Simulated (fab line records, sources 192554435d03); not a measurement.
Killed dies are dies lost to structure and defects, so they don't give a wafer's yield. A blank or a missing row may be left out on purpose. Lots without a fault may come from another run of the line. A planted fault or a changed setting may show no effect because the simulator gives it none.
Chamber matching | flow n5_finfet | N5_BEOL_M11_ETCH_61 on rie_diel-04: 4 sister chambers
The step etches SiARC in CF4, target depth 39 nm, time 65 s. 4 wafers are shown with their chamber, then 11 later ones without.

WAFERS WITH THEIR CHAMBER
wafer  | chamber | drypump_motor_current_A (A)
L086.5 | 0       | 6.1
L087.4 | 1       | 6.3
L087.5 | 3       | 5.3
L088.1 | 2       | 6.4

WAFERS WITHOUT THEIR CHAMBER
wafer  | drypump_motor_current_A (A)
L088.3 | 5.3
L088.6 | 5.3
L091.1 | 5.3
L091.5 | 5.3
L091.6 | 6.1
L093.2 | 6.3
L093.4 | 6.1
L093.5 | 5.3
L095.1 | 6.3
L095.4 | 6.5
L095.5 | 6.4

WHICH CHAMBER EACH WENT THROUGH
wafer  | from the rows above | in truth
L088.3 | 3                   | 3
L088.6 | 3                   | 3
L091.1 | 3                   | 3
L091.5 | 3                   | 3
L091.6 | 0                   | 0
L093.2 | 1                   | 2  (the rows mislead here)
L093.4 | 0                   | 0
L093.5 | 3                   | 3
L095.1 | 1                   | 1
L095.4 | 2                   | 2
L095.5 | 2                   | 2
Placed correctly: 10 of 11. Can't be placed from these rows: 0. Placed wrongly: 1.
How it was worked out, from the rows above alone: a wafer's distance from a chamber is the root of the sum, over the readings, of the square of ((its reading less the chamber's mean) divided by the reading's scatter). The wafer belongs to the nearest chamber; if the next one is less than 2 further off, it can't be placed. A chamber's mean is the mean of its shown wafers. The scatter: with one shown wafer a chamber, the root of the mean of the squares of how far each hidden wafer lies from its nearest shown one.
